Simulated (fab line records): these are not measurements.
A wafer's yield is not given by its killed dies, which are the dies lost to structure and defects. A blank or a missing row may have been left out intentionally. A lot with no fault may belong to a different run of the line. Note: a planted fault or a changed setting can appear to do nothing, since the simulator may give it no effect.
The tool behind it: which one? + flow nand harc + 36 wafers from 12 lots sampled at 6 of the route's 1159 steps

WHAT THE GAUGES READ, wafer by wafer
NHARC_A_M0_CD_MEAS_09: the cd target is 80 nm.
| lot  | measured     | on        | cd nm (nm)     |
|------|--------------|-----------|----------------|
| L914 | day 17 08:53 | cd sem-02 | 80.2 80.5 78.9 |
| L915 | day 17 17:19 | cd sem-02 | 81.0 80.8 79.4 |
| L917 | day 17 22:42 | cd sem-01 | 79.7 78.6 80.0 |
| L916 | day 17 23:08 | cd sem-01 | 81.0 79.5 80.1 |
| L919 | day 18 20:48 | cd sem-03 | 80.5 81.0 81.4 |
| L918 | day 19 00:07 | cd sem-01 | 79.5 80.5 80.1 |
| L920 | day 19 09:01 | cd sem-02 | 80.5 79.9 80.4 |
| L924 | day 19 23:42 | cd sem-01 | 77.3 78.7 77.7 |
| L934 | day 21 23:01 | cd sem-03 | 81.1 80.1 81.1 |
| L936 | day 22 18:30 | cd sem-01 | 80.9 80.5 80.6 |
| L937 | day 23 00:10 | cd sem-03 | 80.1 80.5 80.7 |
| L935 | day 23 07:38 | cd sem-02 | 80.3 80.3 80.0 |

NHARC_A_M0_OVL_MEAS_10: pitch 160 nm.
| lot  | measured     | on         | overlay x nm (nm) | overlay y nm (nm) |
|------|--------------|------------|-------------------|-------------------|
| L914 | day 17 08:58 | overlay-01 | -1.7 -1.2 -1.5    | 0.2 0.9 0.6       |
| L915 | day 17 17:23 | overlay-02 | 0.1 0.4 0.3       | 0.2 0.8 0.3       |
| L917 | day 17 22:47 | overlay-02 | -0.4 -0.3 -0.8    | -2.0 -1.7 -1.8    |
| L916 | day 17 23:14 | overlay-02 | 0.5 0.8 0.2       | -0.1 0.4 0.3      |
| L919 | day 18 20:53 | overlay-01 | 0.3 0.4 0.7       | 0.0 -0.4 0.0      |
| L918 | day 19 00:13 | overlay-01 | 0.9 0.9 0.5       | 0.4 -0.1 0.4      |
| L920 | day 19 09:06 | overlay-01 | -0.1 -0.8 -0.9    | -0.3 0.2 -0.3     |
| L924 | day 19 23:47 | overlay-01 | 0.1 -0.6 -0.7     | -1.3 -1.3 -1.3    |
| L934 | day 21 23:06 | overlay-02 | -0.5 -0.1 0.0     | -0.5 -0.3 -0.6    |
| L936 | day 22 18:35 | overlay-01 | -1.0 -0.7 -1.4    | 1.0 -0.1 0.1      |
| L937 | day 23 00:15 | overlay-02 | -1.3 -1.9 -1.4    | -0.6 -0.5 -0.3    |
| L935 | day 23 07:43 | overlay-02 | -2.2 -2.1 -2.7    | 0.6 0.2 0.2       |

NHARC_END_SORT_01.
| lot  | measured     | on        | defect limited yield (%) | killed at array | killed at other | killed at periphery | killed dies | killed open | killed short | sort_bin_2_pct (%) | sort_bin_3_pct (%) | sort_bin_4_pct (%) | sort n pass | sort rim yield pct (%) | sort yield pct (%) |
|------|--------------|-----------|--------------------------|-----------------|-----------------|---------------------|-------------|-------------|--------------|--------------------|--------------------|--------------------|-------------|------------------------|--------------------|
| L918 | day 20 15:55 | prober-01 | 96.6                     | 20              | 1               | 2                   | 23          | 1           | 3            | 1.5                | 0.30               | 1.6                | 654         | 92.5                   | 96.6               |

WHAT TOOL EACH LOT RAN ON (gives the tool, then ch and the chambers of the sampled wafers, and finally the start)
| lot  | NHARC_A_BLC_ALD_23                  | NHARC_A_M0_DEVELOP_08             | NHARC_A_M0_DEGAS_28          |
|------|-------------------------------------|-----------------------------------|------------------------------|
| L914 | ald metal-03 ch 0,2,3, day 17 02:10 | litho track-06 ch 0, day 17 08:00 | pvd sputter-01, day 17 09:59 |
| L915 | ald metal-04 ch 1,2,3, day 17 11:20 | litho track-01 ch 0, day 17 17:00 | pvd sputter-02, day 17 18:25 |
| L917 | ald metal-02 ch 2,3, day 17 19:49   | litho track-06 ch 0, day 17 22:00 | pvd sputter-02, day 17 23:50 |
| L916 | ald metal-04 ch 1,2,3, day 17 20:34 | litho track-01 ch 0, day 17 23:00 | pvd sputter-01, day 18 00:16 |
| L919 | ald metal-02 ch 0,1,3, day 18 15:25 | litho track-04 ch 0, day 18 20:00 | pvd sputter-01, day 18 21:55 |
| L918 | ald metal-04 ch 1,2,3, day 18 21:35 | litho track-06 ch 0, day 19 00:00 | pvd sputter-03, day 19 01:15 |
| L920 | ald metal-04 ch 1,3, day 19 02:58   | litho track-06 ch 0, day 19 08:00 | pvd sputter-03, day 19 10:09 |
| L924 | ald metal-03 ch 0,2,3, day 19 20:00 | litho track-06 ch 0, day 19 23:00 | pvd sputter-01, day 20 00:49 |
| L934 | ald metal-02 ch 0,3, day 21 19:41   | litho track-01 ch 0, day 21 22:00 | pvd sputter-01, day 22 00:13 |
| L936 | ald metal-02 ch 1,2,3, day 22 10:23 | litho track-01 ch 0, day 22 18:00 | pvd sputter-02, day 22 19:35 |
| L937 | ald metal-04 ch 0,2,3, day 22 15:23 | litho track-04 ch 0, day 23 00:00 | pvd sputter-03, day 23 01:24 |
| L935 | ald metal-04 ch 0,2, day 22 21:20   | litho track-01 ch 0, day 23 07:00 | pvd sputter-01, day 23 08:45 |
- NHARC_A_BLC_ALD_23: deposits TiN, target thk 3 nm, pulse time 1 s, ald cycles 150.
- NHARC_A_M0_DEVELOP_08: develop time 35 s.
- NHARC_A_M0_DEGAS_28: time 60 s.

WHAT THE TOOLS THEMSELVES READ (means of the sampled wafers that have a number; where no wafer has one, the mark that the record gives instead)
NHARC_A_BLC_ALD_23.
| lot  | tool         | heater power w (W) | precursor pulse height rel |
|------|--------------|--------------------|----------------------------|
| L914 | ald metal-03 | 1023               | 1.001                      |
| L915 | ald metal-04 | 1050               | 1.006                      |
| L917 | ald metal-02 | 1062               | 1.005                      |
| L916 | ald metal-04 | 1034               | 0.999                      |
| L919 | ald metal-02 | 1124               | 1.004                      |
| L918 | ald metal-04 | 999                | 0.999                      |
| L920 | ald metal-04 | 1023               | 0.983                      |
| L924 | ald metal-03 | 1022               | 1.008                      |
| L934 | ald metal-02 | 1048               | 0.990                      |
| L936 | ald metal-02 | 1131               | 0.994                      |
| L937 | ald metal-04 | 1086               | 1.003                      |
| L935 | ald metal-04 | 1063               | 1.023                      |

NHARC_A_M0_DEGAS_28.
| lot  | tool           | heater power w (W) |
|------|----------------|--------------------|
| L914 | pvd sputter-01 | 315                |
| L915 | pvd sputter-02 | 343                |
| L917 | pvd sputter-02 | 343                |
| L916 | pvd sputter-01 | 348                |
| L919 | pvd sputter-01 | 347                |
| L918 | pvd sputter-03 | 343                |
| L920 | pvd sputter-03 | 327                |
| L924 | pvd sputter-01 | 351                |
| L934 | pvd sputter-01 | 317                |
| L936 | pvd sputter-02 | 319                |
| L937 | pvd sputter-03 | 343                |
| L935 | pvd sputter-01 | 346                |

THE ANSWER, worked out from the rows above alone
Rule: the lots themselves supply what counts as usual. Put in order of their means at a reading, lots are off if they are a third of the lots or fewer, leave a main group of 4 or more, and stand apart from it by a gap of 3 or more times the standard deviation of the main group's means; of several such gaps the widest counts. If all means in a main group match to the digits the tables above print for the reading, that group is not used. A lot without any number at a reading at which 4 lots or more have one is off too. The other lots that the step has rows for count as sound. The gauges are gone through in route order, then the tools' own readings, and for those a lot's mean is taken as printed above. At the first step where some lot is off, the reading lying furthest off is the one used; lots without a number count as furthest.
Off: L924 (NHARC_A_M0_CD_MEAS_09, cd nm). For the main group the mean is 80.3 nm and the standard deviation 0.41.
If a tool, at a process step before that reading, ran all the lots that are off and no sound lot after the first of them, it fits. The gauges at NHARC_A_M0_CD_MEAS_09 are tried like those tools. Undecided on this evidence; 2 tools fit (ald metal-03 at NHARC_A_BLC_ALD_23, litho track-06 at NHARC_A_M0_DEVELOP_08).

WHAT THE SIMULATOR PUT IN
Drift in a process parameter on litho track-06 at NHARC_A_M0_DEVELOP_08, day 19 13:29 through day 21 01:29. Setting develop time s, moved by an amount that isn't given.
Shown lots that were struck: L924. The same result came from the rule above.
